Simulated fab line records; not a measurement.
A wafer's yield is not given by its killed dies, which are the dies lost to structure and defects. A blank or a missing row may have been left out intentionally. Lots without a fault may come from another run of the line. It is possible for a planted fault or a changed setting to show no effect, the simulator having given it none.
Chamber matching | flow n5 finfet | 4 sister chambers for N5_SPACER0_ALD_08 on ald sin-02
The step deposits SiNx, target thk 2 nm. 4 wafers are shown with their chamber, then 8 later ones without.

== WAFERS, EACH WITH ITS CHAMBER ==
wafer  | chamber | heater power w (W)
L090.3 | 0       | 754
L091.3 | 1       | 754
L091.6 | 2       | 727
L093.2 | 3       | 793

== WAFERS WITH NO CHAMBER GIVEN ==
wafer  | heater power w (W)
L093.4 | 733
L093.6 | 713
L095.1 | 754
L095.3 | 724
L095.6 | 807
L096.1 | 741
L096.4 | 773
L096.5 | 720

== EACH ONE'S CHAMBER ==
wafer  | from the rows above          | in truth
L093.4 | can't be placed: 2 or 0 or 1 | 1
L093.6 | 2                            | 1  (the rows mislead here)
L095.1 | can't be placed: 0 or 1      | 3
L095.3 | 2                            | 2
L095.6 | 3                            | 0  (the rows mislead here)
L096.1 | can't be placed: 0 or 1 or 2 | 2
L096.4 | can't be placed: 0 or 1 or 3 | 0
L096.5 | 2                            | 2
Placed correctly: 2 of 8. Unplaceable from these rows: 4, with the true chamber sitting among the candidates in 3. Wrongly placed: 2.
How it was worked out, from the rows above alone: a wafer's distance from a chamber is the root of the sum, over the readings, of the square of ((its reading less the chamber's mean) divided by the reading's scatter). The wafer belongs to the nearest chamber; if the next one is less than 2 further off, it can't be placed. Each chamber's mean is taken over the wafers shown for it. The scatter: root of mean squared gap, hidden wafer to nearest shown wafer, with one shown wafer a chamber.
